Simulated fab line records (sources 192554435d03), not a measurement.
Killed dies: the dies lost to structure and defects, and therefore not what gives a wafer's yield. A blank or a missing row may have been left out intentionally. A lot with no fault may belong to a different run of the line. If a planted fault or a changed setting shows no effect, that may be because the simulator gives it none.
fab line records -- flow n5Finfet
record lots=4, wafers=12, lastDay=16
route steps=1938 shown BEOL_M4@1099 BEOL_M5@1112 BEOL_M9@1405 PASSIVATION@1936
lots that met no fault: taken from a fault-free run of the same line
startH: hours from the record's opening day to when the first of the lot's shown wafers began -- waitH: how many hours have passed since the lot's step before this one -- " the same as in the row above -- L1.1+2: several wafers, shown together as one row -- - no value, or no start given -- * or withheld: withheld -- < > ~ a bound
route shown NAME@n: a module of which the file shows steps, and the number in the route of the first -- usual: mean/standard deviation of fault-free wafers -- same: alike in all rows -- chamber/n: place in a boat -- sites: per-site readings -- _std_site: the standard deviation of these -- _edge_site: outer sites' mean less inner sites' -- radiusMm: for every site, how far away it sits from the centre of the wafer -- mask NAME#n: copy n -- behind: tool/chamber where the wafer was last shaped -- hold: cause of the lot's hold/its duration in hours/its outcome -- device: the transistor (n, p or np) that didn't switch -- end of line: the same wafers' tests at the end of the route -- where a step has no rows: the recipe by itself -- killed: at the first sort, the dies lost to defects and structure; wafer yield is something else -- map: shows each die of a wafer: x if killed, . if not, _ if none is there
set.NAME: setting as actually run; set.NAME@STEP: the setting as run at that earlier step -- model.NAME: the simulator's own value behind a step, which no gauge read
lots at some steps of the route; a table a step, a row a wafer
services: a tool's chamber out of use, with start hour (startH, from the record's first day; less than 0 if before it), hours out, and reason
## steps
# step N5_BEOL_M4_ANNEAL_95
# recipe tempC=400, timeS=240, ambient=vacuum
# step N5_BEOL_M4_SPUTTER_96
# recipe material=Cu, targetThkA=45, tempC=-20, chamberPressurePa=0.07, powerW=withheld, timeS=8.29
# step N5_BEOL_M4_ECD_50
# recipe material=Cu, targetThkA=3000
# step N5_BEOL_M4_ANNEAL_51
# recipe tempC=225, timeS=90, ambient=N2
# step N5_BEOL_M4_CMP_52
# recipe stopOn=SiOC, tOverpolishS=6.8, downForcePsi=1, platenRpm=50, clearingPlatenDownForcePsi=1.5, clearingPlatenRpm=50, postCmpClean=cuAlkaline, targetThkNm=40, clearingPlatenPadVelocityMS=0.99484, padVelocityMS=0.99484
# step N5_BEOL_M4_PRE_CLEAN_60
# recipe gas=NH3/H2, timeS=15, tempC=*, rfPowerW=300
# step N5_BEOL_M4_CO_CAP_55
# recipe material=Co, targetThkA=20, tempC=200, precursor=CCTBA/H2, pressureTorr=30, timeS=102.1
# step N5_BEOL_M4_PRE_CLEAN_56
# recipe gas=NH3, timeS=15, tempC=withheld, rfPowerW=300
# step N5_BEOL_M4_DEP_57
# recipe material=SiCN, targetThkA=80, tempC=withheld, precursor=3MS/NH3, pressureTorr=3, rfW=202, timeS=14
# step N5_BEOL_M4_RC_MEAS_101
# usual DIBL_N=36.1/2, DIBL_P=36.3/2.4, IOFF_N=0.15/0.035, IOFF_P=0.21/0.039, ION_N=672/15, ION_P=463/9.7, SS_N=71.5/0.7, SS_P=73.2/0.75, VT_N=251/3.6, VT_P=-250/3.8
lot.wafer,tool,chamber,startH,waitH,DIBL_N[mV/V],DIBL_P[mV/V],IOFF_N[nA/um],IOFF_P[nA/um],ION_N[uA/um],ION_P[uA/um],SS_N[mV/dec],SS_P[mV/dec],VT_N[mV],VT_P[mV]
L944.1,prober-02,0,206.40,0.0,36.7,37.1,0.15,0.19,663,453,71.9,73.7,251,-254
L944.2,prober-02,0,206.40,0.0,37.2,37.9,0.16,0.20,680,461,71.2,74.1,251,-251
L944.5,prober-02,0,206.40,0.0,35.5,34.0,0.12,0.15,641,444,70.8,72.2,257,-255
L947.1,prober-02,0,221.81,0.0,33.9,32.0,0.11,0.17,651,458,71.1,72.3,255,-247
L947.3,prober-02,0,221.81,0.0,34.9,33.6,0.13,0.21,666,465,70.6,72.7,254,-247
L947.4,prober-02,0,221.81,0.0,33.7,32.1,0.11,0.19,639,456,70.9,72.5,258,-247
L954.2,prober-02,0,276.15,0.2,35.7,36.1,0.15,0.21,685,468,72.0,74.1,252,-251
L954.4,prober-02,0,276.15,0.2,33.8,32.8,0.12,0.18,659,456,71.5,72.4,252,-250
L954.6,prober-02,0,276.15,0.2,37.7,39.1,0.19,0.27,684,473,72.7,74.9,247,-248
L956.1,prober-02,0,284.39,0.0,36.1,35.6,0.13,0.18,652,458,71.1,73.5,256,-253
L956.3,prober-02,0,284.39,0.0,39.0,39.6,0.20,0.26,683,470,71.3,74.1,247,-252
L956.5,prober-02,0,284.39,0.0,38.8,40.2,0.18,0.25,683,464,72.2,74.4,250,-250
# step N5_BEOL_M5_ILD_DEP_00
# recipe material=SiCOH_lowk, targetThkA=1406.4, tempC=300, precursor=DEMS/porogen, pressureTorr=5, rfW=500, timeS=25.9
# step N5_BEOL_M5_CURE_79
# recipe tempC=385, timeS=240, ambient=He/Ar, material=SiCOH_lowk
# step N5_BEOL_M5_PECVD_70
# recipe material=SiO2, targetThkA=160, tempC=400, precursor=TEOS/O2, pressureTorr=5.5, rfW=450, teosFlowSccm=53.8, gas=O2, flowSccm=3000, timeS=18
# step N5_BEOL_M5_HM_DEP_02
# recipe material=TiN, targetThkA=200, tempC=25, chamberPressurePa=0.49996
# step N5_BEOL_M5_COAT_59
# recipe resist=SOC, tempC=250, timeS=60, spinRpm=1500, resistThkNm=60
# step N5_BEOL_M5_COAT_60
# recipe resist=SiARC, tempC=220, timeS=60, spinRpm=1500, resistThkNm=12
# step N5_BEOL_M5_COAT_71
# recipe resist=underlayer, tempC=205, timeS=60, spinRpm=1500, resistThkNm=5
# step N5_BEOL_M5_COAT_05
# recipe resist=CAR-EUV, spinRpm=1500, resistThkNm=30
# step N5_BEOL_M5_EBR_07
# recipe solvent=PGMEA, ebrWidthMm=1.5
# step N5_BEOL_M5_SOFTBAKE_06
# recipe tempC=110, timeS=60, resist=CAR-EUV
# step N5_BEOL_M5_EXPOSE_08
# recipe maskId=M5, na=0.33, sourceShape=annular, sigmaInner=0.4, sigmaOuter=0.8, polarization=unpolarized, targetCdNm=28, doseMj=35.75
# step N5_BEOL_M5_PEB_09
# recipe pebTempC=100, pebTimeS=60, resist=CAR-EUV
# step N5_BEOL_M5_DEVELOP_10
# recipe developTimeS=30, developer=TMAH, resist=CAR-EUV, rinseLiquid=surfactantRinse, dry=airSpin, devTempC=23
# step N5_BEOL_M5_DESCUM_16
# recipe chemistry=O2, timeS=7, sourcePowerW=50, biasPowerW=20, pressureMtorr=20, rfFrequencyHz=2.712e+07, tempC=40, resist=CAR-EUV, o2FlowSccm=225
# step N5_BEOL_M5_ETCH_72
# recipe chemistry=N2/H2, target=underlayer, targetDepthA=65, maskMaterial=CAR-EUV, timeS=5.2, ionEnergyEv=200, pressureMtorr=30, sourceW=840, biasW=150, n2FlowSccm=200, h2FlowSccm=200, ends=cleared
# step N5_BEOL_M5_ETCH_61
# recipe chemistry=CF4, target=SiARC, targetDepthA=156, maskMaterial=CAR-EUV, timeS=26, ionEnergyEv=80, pressureMtorr=40, sourceW=545, biasW=36, Ar_flow_sccm=100, cf4FlowSccm=100, ends=cleared
# step N5_BEOL_M5_ETCH_62
# recipe chemistry=N2/H2, target=SOC, targetDepthA=750, overetchA=150, maskMaterial=SiARC, tempC=40, timeS=112.5, ionEnergyEv=200, pressureMtorr=30, sourceW=840, biasW=150, n2FlowSccm=200, h2FlowSccm=200
# step N5_BEOL_M5_STRIP_63
# recipe chemistry=N2/H2, tempC=40, n2FlowSccm=200, h2FlowSccm=200, rfFrequencyHz=6e+07
# step N5_BEOL_M5_STRIP_73
# recipe chemistry=N2/H2, tempC=40, n2FlowSccm=200, h2FlowSccm=200, rfFrequencyHz=6e+07
# step N5_BEOL_M5_STRIP_64
# recipe chemistry=CF4, resist=SiARC, powerW=300, biasPowerW=75, pressureMtorr=50, cf4FlowSccm=150, rfFrequencyHz=6e+07
# step N5_BEOL_M5_HM_OPEN_17
# recipe chemistry=Cl2/BCl3, targetDepthA=200, overetchA=60, target=TiN, maskMaterial=SOC, ionEnergyEv=150, pressureMtorr=10, icpW=1000, biasW=126, Cl2_flow_sccm=53.25, bcl3FlowSccm=21.75, Ar_flow_sccm=25
# step N5_BEOL_M5_STRIP_19
# recipe chemistry=O2, powerW=400, tempC=40, pressureMtorr=30, rfFrequencyHz=6e+07, biasPowerW=0, overashFraction=0.2, o2FlowSccm=225
# step N5_BEOL_M5_COAT_65
# recipe resist=SOC, tempC=250, timeS=60, spinRpm=1500, resistThkNm=60
# step N5_BEOL_M5_COAT_66
# recipe resist=SiARC, tempC=220, timeS=60, spinRpm=1500, resistThkNm=12
# step N5_BEOL_M9_HM_DEP_02
# recipe material=TiN, targetThkA=200, tempC=25, chamberPressurePa=0.49996
# usual throttleValvePct=29.7/1.1
lot.wafer,tool,chamber,startH,waitH,throttleValvePct,model.TiN_of_BEOL_M9_HM_DEP_02.thkNm
L944.1,pvdSputter-02,-,247.81,1.9,29.3,20.2
L944.2,pvdSputter-02,-,247.81,1.9,27.7,20.8
L944.5,pvdSputter-02,-,247.81,1.9,29.8,20.2
L947.1,pvdSputter-03,-,259.09,1.2,30.4,20
L947.3,pvdSputter-03,-,259.09,1.2,29.7,20
L947.4,pvdSputter-03,-,259.09,1.2,28.6,19.8
L954.2,pvdSputter-02,-,316.73,2.3,27.9,35
L954.4,pvdSputter-02,-,316.73,2.3,29.6,35.4
L954.6,pvdSputter-02,-,316.73,2.3,31.0,35
L956.1,pvdSputter-02,-,327.92,2.8,27.9,35.6
L956.3,pvdSputter-02,-,327.92,2.8,31.0,35
L956.5,pvdSputter-02,-,327.92,2.8,29.7,35.6
# step N5_BEOL_M9_HM_OPEN_17
# recipe chemistry=Cl2/BCl3, targetDepthA=200, overetchA=60, target=TiN, maskMaterial=SOC, ionEnergyEv=150, pressureMtorr=10, icpW=1000, biasW=126, Cl2_flow_sccm=53.25, bcl3FlowSccm=21.75, Ar_flow_sccm=25
# usual drypumpMotorCurrentA=5.8/0.43, oesProductAu=0.65/0.072, rfFwdPowerW=993/4.3, throttleValvePct=22.29/0.23
lot.wafer,tool,chamber,startH,waitH,drypumpMotorCurrentA,oesProductAu,rfFwdPowerW,rfHoursCounterH,throttleValvePct,model.etch.depthNm
L944.1,rieMetal-03,1,248.66,0.0,6.0,0.54,984,110,22.23,20.21
L944.2,rieMetal-03,0,248.66,0.0,5.7,0.75,995,16,22.31,20.82
L944.5,rieMetal-03,1,248.66,0.0,6.1,0.54,985,-,22.22,20.12
L947.1,rieMetal-01,0,259.87,0.0,5.6,0.63,993,56,22.29,20.02
L947.3,rieMetal-01,1,259.87,0.0,4.9,0.66,996,-,21.98,19.98
L947.4,rieMetal-01,0,259.87,0.0,5.6,0.62,993,-,22.31,19.87
L954.2,rieMetal-02,0,317.46,0.0,5.9,0.72,987,88,22.33,27.92
L954.4,rieMetal-02,0,317.46,0.0,5.9,0.71,992,-,22.33,27.71
L954.6,rieMetal-02,0,317.46,0.0,5.9,0.72,991,-,22.35,28.02
L956.1,rieMetal-02,0,328.78,0.0,6.0,0.71,991,90,22.32,27.94
L956.3,rieMetal-02,1,328.78,0.0,6.3,0.73,991,-,22.31,25.28
L956.5,rieMetal-02,1,328.78,0.0,6.3,0.74,993,-,22.30,25.3
# step N5_BEOL_M9_VIA_ETCH_34
# recipe chemistry=C4F6/O2, target=SiCOH_lowk, targetDepthA=1824, maskMaterial=SOC, taperDeg=4, timeS=68.4, ionEnergyEv=250, pressureMtorr=30, sourceW=345, biasW=185, Ar_flow_sccm=300, C4F6_flow_sccm=10, O2_flow_sccm=10
# usual C4F6_flow_sccm=10.004/0.03, drypumpMotorCurrentA=5.9/0.48, oesProductAu=0.81/0.086, rfFwdPowerW=342.2/1.2, rfVppV=676/22, showerheadPlenumPTorr=2.84/0.077, throttleValvePct=20.82/0.25
lot.wafer,tool,chamber,startH,waitH,C4F6_flow_sccm,drypumpMotorCurrentA,oesProductAu,rfFwdPowerW,rfHoursCounterH,rfVppV,showerheadPlenumPTorr,throttleValvePct
L944.1,rieDiel-03,0,250.87,0.0,10.033,6.2,0.91,341.6,23,688,2.77,20.30
L944.2,rieDiel-03,1,250.87,0.0,9.953,5.7,0.73,341.6,196,649,2.71,21.18
L944.5,rieDiel-03,0,250.87,0.0,10.019,6.2,0.92,342.0,-,689,2.77,20.29
L947.1,rieDiel-06,3,263.02,0.0,10.014,5.4,0.85,341.2,60,682,3.01,20.71
L947.3,rieDiel-06,0,263.02,0.0,10.021,6.0,0.81,342.1,103,653,2.88,21.19
L947.4,rieDiel-06,2,263.02,0.0,10.019,5.4,0.72,341.9,186,695,2.81,21.14
L954.2,rieDiel-06,3,320.33,0.0,10.032,5.4,0.32,340.1,78,682,3.00,20.59
L954.4,rieDiel-06,1,320.33,0.0,10.005,5.5,0.32,342.7,47,673,2.78,20.57
L954.6,rieDiel-06,1,320.33,0.0,10.034,5.5,0.33,341.9,-,672,2.78,20.57
L956.1,rieDiel-02,2,330.49,0.0,10.030,6.1,0.33,342.6,42,682,2.79,20.79
L956.3,rieDiel-02,3,330.49,0.0,9.989,5.3,0.30,341.2,99,644,2.76,20.62
L956.5,rieDiel-02,2,330.49,0.0,9.980,6.1,0.33,343.2,-,679,2.79,20.78
# step N5_BEOL_M9_TRENCH_ETCH_37
# recipe chemistry=C4F6/O2, targetDepthA=1514.3, target=SiCOH_lowk, timeS=49, ionEnergyEv=250, pressureMtorr=30, sourceW=345, biasW=185, Ar_flow_sccm=300, C4F6_flow_sccm=10, O2_flow_sccm=10
# usual C4F6_flow_sccm=10.00/0.032, drypumpMotorCurrentA=5.9/0.48, oesProductAu=0.81/0.086, rfFwdPowerW=341.4/1.3, rfVppV=676/22, showerheadPlenumPTorr=2.84/0.077, throttleValvePct=20.84/0.26
lot.wafer,tool,chamber,startH,waitH,C4F6_flow_sccm,drypumpMotorCurrentA,oesProductAu,rfFwdPowerW,rfHoursCounterH,rfVppV,showerheadPlenumPTorr,throttleValvePct,model.TiN_of_BEOL_M9_HM_DEP_02.thkNm
L944.1,rieDiel-03,0,-,-,9.98,6.2,0.93,343.1,23,687,2.77,20.32,16
L944.2,rieDiel-03,1,-,-,10.01,5.6,0.74,339.9,196,651,2.71,21.22,16.6
L944.5,rieDiel-03,0,-,-,9.99,6.2,0.92,342.3,-,686,2.77,20.31,15.8
L947.1,rieDiel-06,3,-,-,10.07,5.4,0.85,339.4,60,683,3.01,20.76,15.8
L947.3,rieDiel-06,0,-,-,10.03,6.1,0.82,342.0,103,653,2.88,21.22,15.6
L947.4,rieDiel-06,2,-,-,10.00,5.4,0.72,340.6,186,695,2.81,21.17,15.8
L954.2,rieDiel-06,3,-,-,10.00,5.4,0.83,339.6,78,682,3.00,20.77,30.8
L954.4,rieDiel-06,1,-,-,9.99,5.5,0.89,343.5,47,672,2.78,20.77,31
L954.6,rieDiel-06,1,-,-,10.01,5.5,0.88,343.1,-,671,2.78,20.76,30.6
L956.1,rieDiel-02,2,-,-,9.97,6.1,0.87,342.5,42,681,2.79,20.95,31.4
L956.3,rieDiel-02,3,-,-,10.11,5.2,0.78,340.2,99,642,2.76,20.79,30.8
L956.5,rieDiel-02,2,-,-,9.96,6.1,0.86,341.9,-,679,2.79,20.96,31.6
# step N5_BEOL_M9_OCD_MEAS_38
# usual trenchDepthNm=150/3.9
lot.wafer,tool,chamber,startH,waitH,trenchDepthNm
L944.1,ocd-01,-,251.16,-,152
L944.2,ocd-01,-,251.16,-,154
L944.5,ocd-01,-,251.16,-,151
L947.1,ocd-01,-,263.30,-,151
L947.3,ocd-01,-,263.30,-,158
L947.4,ocd-01,-,263.30,-,145
L954.2,ocd-01,-,320.61,-,-
L954.4,ocd-01,-,320.61,-,-
L954.6,ocd-01,-,320.61,-,-
L956.1,ocd-02,-,330.77,-,-
L956.3,ocd-02,-,330.77,-,-
L956.5,ocd-02,-,330.77,-,-
# step N5_BEOL_M9_CD_MEAS_35
# recipe targetCdNm=70, targetCdYNm=40, polarity=opening
# usual cdNm=69.7/0.84
lot.wafer,tool,chamber,startH,waitH,cdNm
L944.1,cdSem-02,-,251.36,0.0,69.4
L944.2,cdSem-02,-,251.36,0.0,69.1
L944.5,cdSem-02,-,251.36,0.0,71.3
L947.1,cdSem-03,-,263.55,0.0,68.7
L947.3,cdSem-03,-,263.55,0.0,69.9
L947.4,cdSem-03,-,263.55,0.0,69.2
L954.2,cdSem-03,-,320.88,0.0,-
L954.4,cdSem-03,-,320.88,0.0,-
L954.6,cdSem-03,-,320.88,0.0,-
L956.1,cdSem-01,-,331.02,0.0,-
L956.3,cdSem-01,-,331.02,0.0,-
L956.5,cdSem-01,-,331.02,0.0,-
# step N5_PASSIVATION_PROBE_49
# usual defectLimitedYield=91.1/1.6, killed_at_M0_to_M3=35/11, killed_at_M4_up=13/5.4, killedAtContacts=13/6.5, killedAtFrontEnd=40/14, killedAtOther=4/3.1, killedDies=105/18, killedOnRim=14/4.1, killedOpen=69/14, killedShort=34/7.3, sort_bin_5_function=5.2/0.96, sort_bin_6_memory=3.4/0.77, sort_bin_8_speed=0.02/0.13, sortNPass=1075/19, sortYieldPct=91.1/1.6
# same grossDies=1180, killedAtBackSide=0, sort_bin_4_leakage[%]=0
lot.wafer,tool,chamber,startH,waitH,defectLimitedYield[%],killed_at_M0_to_M3,killed_at_M4_up,killedAtContacts,killedAtFrontEnd,killedAtOther,killedDies,killedOnRim,killedOpen,killedShort,sort_bin_5_function[%],sort_bin_6_memory[%],sort_bin_8_speed[%],sortNPass,sortYieldPct[%]
L944.1,prober-02,-,313.95,0.0,92.4,45,13,12,15,5,90,11,58,29,4.8,2.7,0,1090,92.4
L944.2,prober-02,-,314.00,0.1,88.4,60,11,30,32,4,137,14,94,41,5.9,5.0,0,1043,88.4
L944.5,prober-02,-,314.15,0.2,90.3,37,21,11,43,3,115,9,79,36,6.2,3.4,0,1065,90.3
L954.2,prober-01,-,374.11,0.1,0,20,1101,16,34,9,1180,152,65,34,95.7,4.1,0,0,0
L954.4,prober-01,-,374.21,0.2,0,39,1097,7,30,7,1180,152,71,31,96.7,3.1,0,0,0
L954.6,prober-01,-,374.31,0.3,0,22,1111,9,27,11,1180,152,56,24,97.2,2.8,0,0,0
L956.1,prober-02,-,387.41,0.0,0,30,1092,18,32,8,1180,152,65,31,96.4,3.2,0,0,0
L956.3,prober-02,-,387.51,0.1,0,42,1077,9,43,9,1180,152,72,37,96.4,3.5,0,0,0
L956.5,prober-02,-,387.61,0.2,0,37,1078,10,45,10,1180,152,70,43,95.8,3.8,0,0,0
# killed by level:class
L944.1 BEOL_M2:geometricParticle:open=21 MOL_CONTACT_COAG:geometricParticle:open=6 MOL_CONTACT_COAG:geometricParticle:short=6 BEOL_M1:geometricParticle:open=6 BEOL_M3:geometricParticle:open=5 BEOL_M0_SAQP:geometricParticle:short=4 FIN_SAQP:geometricParticle:open=3 STI_FIN_REVEAL:geometricParticle:open=3
L944.2 MOL_CONTACT_COAG:geometricParticle:open=24 BEOL_M3:geometricParticle:open=13 STI_FIN_REVEAL:geometricParticle:open=12 BEOL_M2:geometricParticle:open=12 BEOL_M1:geometricParticle:open=11 BEOL_M1:geometricParticle:short=10 MOL_CONTACT_COAG:geometricParticle:short=6 BEOL_M0_SAQP:geometricParticle:short=5
L944.5 STI_FIN_REVEAL:geometricParticle:open=18 BEOL_M2:geometricParticle:open=12 BEOL_M4:geometricParticle:open=10 GATE_CUT:geometricParticle:short=8 MOL_CONTACT_COAG:geometricParticle:open=7 BEOL_M0_SAQP:geometricParticle:short=7 GATE_CUT:geometricParticle:open=6 BEOL_M2:geometricParticle:short=5
L954.2 BEOL_M9:areaOpen=1080 MOL_CONTACT_COAG:geometricParticle:open=13 FIN_SAQP:geometricParticle:open=7 BEOL_M4:geometricParticle:open=7 STI_FIN_REVEAL:geometricParticle:open=6 BEOL_M3:geometricParticle:open=6 FIN_SAQP:geometricParticle:short=5 BEOL_M0_SAQP:geometricParticle:short=5
L954.4 BEOL_M9:areaOpen=1078 BEOL_M0_SAQP:geometricParticle:open=15 DUMMY_GATE:geometricParticle:open=7 BEOL_M0_SAQP:geometricParticle:short=7 BEOL_M4:geometricParticle:open=6 BEOL_M1:geometricParticle:open=6 STI_FIN_REVEAL:geometricParticle:open=5 FIN_SAQP:geometricParticle:open=4
L954.6 BEOL_M9:areaOpen=1098 FIN_SAQP:geometricParticle:open=7 MOL_CONTACT_COAG:geometricParticle:open=7 BEOL_M4:geometricParticle:open=7 STI_FIN_REVEAL:geometricParticle:open=6 BEOL_M2:geometricParticle:open=6 FIN_SAQP:geometricParticle:short=4 BEOL_M1:geometricParticle:open=4
L956.1 BEOL_M9:areaOpen=1081 MOL_CONTACT_COAG:geometricParticle:open=13 FIN_SAQP:geometricParticle:open=7 BEOL_M0_SAQP:geometricParticle:short=7 STI_FIN_REVEAL:geometricParticle:open=6 BEOL_M3:geometricParticle:open=6 BEOL_M4:geometricParticle:open=6 FIN_SAQP:geometricParticle:short=5
L956.3 BEOL_M9:areaOpen=1068 BEOL_M0_SAQP:geometricParticle:short=14 BEOL_M0_SAQP:geometricParticle:open=12 FIN_SAQP:geometricParticle:open=11 FIN_SAQP:geometricParticle:short=8 STI_FIN_REVEAL:geometricParticle:open=8 MOL_CONTACT_COAG:geometricParticle:open=8 BEOL_M4:geometricParticle:open=7
L956.5 BEOL_M9:areaOpen=1066 BEOL_M3:geometricParticle:open=8 MOL_CONTACT_COAG:geometricParticle:open=8 FIN_SAQP:geometricParticle:open=7 BEOL_M2:geometricParticle:open=7 FIN_SAQP:geometricParticle:short=6 STI_FIN_REVEAL:geometricParticle:open=6 DUMMY_GATE:geometricParticle:open=6
# map L954.2 (x killed, . not)
_________________xxxxxxxxxxxx________________
______________xxxxxxxxxxxxxxxxxx_____________
___________xxxxxxxxxxxxxxxxxxxxxxxx__________
__________xxxxxxxxxxxxxxxxxxxxxxxxxx_________
________xxxxxxxxxxxxxxxxxxxxxxxxxxxxxx_______
_______xxxxxxxxxxxxxxxxxxxxxxxxxxxxxxxx______
______xxxxxxxxxxxxxxxxxxxxxxxxxxxxxxxxxx_____
_____xxxxxxxxxxxxxxxxxxxxxxxxxxxxxxxxxxxx____
____xxxxxxxxxxxxxxxxxxxxxxxxxxxxxxxxxxxxxx___
___xxxxxxxxxxxxxxxxxxxxxxxxxxxxxxxxxxxxxxxx__
___xxxxxxxxxxxxxxxxxxxxxxxxxxxxxxxxxxxxxxxx__
__xxxxxxxxxxxxxxxxxxxxxxxxxxxxxxxxxxxxxxxxxx_
__xxxxxxxxxxxxxxxxxxxxxxxxxxxxxxxxxxxxxxxxxx_
_xxxxxxxxxxxxxxxxxxxxxxxxxxxxxxxxxxxxxxxxxxxx
_xxxxxxxxxxxxxxxxxxxxxxxxxxxxxxxxxxxxxxxxxxxx
_xxxxxxxxxxxxxxxxxxxxxxxxxxxxxxxxxxxxxxxxxxxx
_xxxxxxxxxxxxxxxxxxxxxxxxxxxxxxxxxxxxxxxxxxxx
_xxxxxxxxxxxxxxxxxxxxxxxxxxxxxxxxxxxxxxxxxxxx
_xxxxxxxxxxxxxxxxxxxxxxxxxxxxxxxxxxxxxxxxxxxx
_xxxxxxxxxxxxxxxxxxxxxxxxxxxxxxxxxxxxxxxxxxxx
_xxxxxxxxxxxxxxxxxxxxxxxxxxxxxxxxxxxxxxxxxxxx
__xxxxxxxxxxxxxxxxxxxxxxxxxxxxxxxxxxxxxxxxxx_
__xxxxxxxxxxxxxxxxxxxxxxxxxxxxxxxxxxxxxxxxxx_
___xxxxxxxxxxxxxxxxxxxxxxxxxxxxxxxxxxxxxxxx__
___xxxxxxxxxxxxxxxxxxxxxxxxxxxxxxxxxxxxxxxx__
____xxxxxxxxxxxxxxxxxxxxxxxxxxxxxxxxxxxxxx___
_____xxxxxxxxxxxxxxxxxxxxxxxxxxxxxxxxxxxx____
______xxxxxxxxxxxxxxxxxxxxxxxxxxxxxxxxxx_____
_______xxxxxxxxxxxxxxxxxxxxxxxxxxxxxxxx______
________xxxxxxxxxxxxxxxxxxxxxxxxxxxxxx_______
__________xxxxxxxxxxxxxxxxxxxxxxxxxx_________
___________xxxxxxxxxxxxxxxxxxxxxxxx__________
______________xxxxxxxxxxxxxxxxxx_____________
_________________xxxxxxxxxxxx________________
# map L956.1 (x killed, . not)
_________________xxxxxxxxxxxx________________
______________xxxxxxxxxxxxxxxxxx_____________
___________xxxxxxxxxxxxxxxxxxxxxxxx__________
__________xxxxxxxxxxxxxxxxxxxxxxxxxx_________
________xxxxxxxxxxxxxxxxxxxxxxxxxxxxxx_______
_______xxxxxxxxxxxxxxxxxxxxxxxxxxxxxxxx______
______xxxxxxxxxxxxxxxxxxxxxxxxxxxxxxxxxx_____
_____xxxxxxxxxxxxxxxxxxxxxxxxxxxxxxxxxxxx____
____xxxxxxxxxxxxxxxxxxxxxxxxxxxxxxxxxxxxxx___
___xxxxxxxxxxxxxxxxxxxxxxxxxxxxxxxxxxxxxxxx__
___xxxxxxxxxxxxxxxxxxxxxxxxxxxxxxxxxxxxxxxx__
__xxxxxxxxxxxxxxxxxxxxxxxxxxxxxxxxxxxxxxxxxx_
__xxxxxxxxxxxxxxxxxxxxxxxxxxxxxxxxxxxxxxxxxx_
_xxxxxxxxxxxxxxxxxxxxxxxxxxxxxxxxxxxxxxxxxxxx
_xxxxxxxxxxxxxxxxxxxxxxxxxxxxxxxxxxxxxxxxxxxx
_xxxxxxxxxxxxxxxxxxxxxxxxxxxxxxxxxxxxxxxxxxxx
_xxxxxxxxxxxxxxxxxxxxxxxxxxxxxxxxxxxxxxxxxxxx
_xxxxxxxxxxxxxxxxxxxxxxxxxxxxxxxxxxxxxxxxxxxx
_xxxxxxxxxxxxxxxxxxxxxxxxxxxxxxxxxxxxxxxxxxxx
_xxxxxxxxxxxxxxxxxxxxxxxxxxxxxxxxxxxxxxxxxxxx
_xxxxxxxxxxxxxxxxxxxxxxxxxxxxxxxxxxxxxxxxxxxx
__xxxxxxxxxxxxxxxxxxxxxxxxxxxxxxxxxxxxxxxxxx_
__xxxxxxxxxxxxxxxxxxxxxxxxxxxxxxxxxxxxxxxxxx_
___xxxxxxxxxxxxxxxxxxxxxxxxxxxxxxxxxxxxxxxx__
___xxxxxxxxxxxxxxxxxxxxxxxxxxxxxxxxxxxxxxxx__
____xxxxxxxxxxxxxxxxxxxxxxxxxxxxxxxxxxxxxx___
_____xxxxxxxxxxxxxxxxxxxxxxxxxxxxxxxxxxxx____
______xxxxxxxxxxxxxxxxxxxxxxxxxxxxxxxxxx_____
_______xxxxxxxxxxxxxxxxxxxxxxxxxxxxxxxx______
________xxxxxxxxxxxxxxxxxxxxxxxxxxxxxx_______
__________xxxxxxxxxxxxxxxxxxxxxxxxxx_________
___________xxxxxxxxxxxxxxxxxxxxxxxx__________
______________xxxxxxxxxxxxxxxxxx_____________
_________________xxxxxxxxxxxx________________
## services
tool,chamber,startH,hours,kind
rieDiel-06,1,268.83,5.7,repair
rieDiel-03,0,288.35,3.7,repair
rieDiel-03,3,298.09,-,clean
rieDiel-03,3,298.09,-,consumableReplace:focusRing
rieDiel-03,3,298.09,12.6,scheduledDown
rieDiel-03,3,298.09,12.6,ventCycle
rieDiel-02,0,307.50,-,clean
rieDiel-02,0,307.50,-,consumableReplace:focusRing
rieDiel-02,0,307.50,16.1,scheduledDown
rieDiel-02,0,307.50,16.1,ventCycle
rieMetal-03,1,307.77,-,clean
rieMetal-03,1,307.77,16.0,scheduledDown
rieMetal-03,1,307.77,16.0,ventCycle
rieMetal-01,-,314.85,14.6,pm
rieMetal-03,-,318.78,0.3,repair
## key
firstSign step=N5_BEOL_M9_VIA_ETCH_34, reading=oesProductAu, direction=down, sigmas=5.7, usual=0.81, struck=0.32
effect step=N5_BEOL_M9_OCD_MEAS_38, reading=trenchDepthNm, direction=missing
effect step=N5_BEOL_M9_CD_MEAS_35, reading=cdNm, direction=missing
effect step=N5_PASSIVATION_PROBE_49, reading=killed_at_M4_up, direction=up, sigmas=99+, usual=13, struck=1093
modelEffect step=N5_BEOL_M9_HM_DEP_02, value=TiN_of_BEOL_M9_HM_DEP_02.thkNm, without=20, struck=35.27
modelEffect step=N5_BEOL_M9_HM_OPEN_17, value=etch.depthNm, without=20.01, struck=27.03
modelEffect step=N5_BEOL_M9_TRENCH_ETCH_37, value=TiN_of_BEOL_M9_HM_DEP_02.thkNm, without=15.77, struck=31.03
moreKillsBornAt N5_BEOL_M9_HM_OPEN_17@rieMetal-02=6471
metAt N5_BEOL_M9_HM_DEP_02
struckWafers L954.2,L954.4,L954.6,L956.1,L956.3,L956.5
laterRowsLeftOut L954.2,L954.4,L954.6,L956.1,L956.3,L956.5
onsetBetween 247.81 316.73
alsoFits time
fault kind=processParameterDrift, tool=pvdSputter-02, chamber=-, onsetH=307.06, steps=N5_BEOL_M9_HM_DEP_02, channel=targetThkA, offset=*, shape=step, endH=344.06, actsIn=*, stated=*
# laterRowsLeftOut: the simulator's readings of these wafers behind a module that went badly wrong aren't trusted and aren't shown, but for the sort
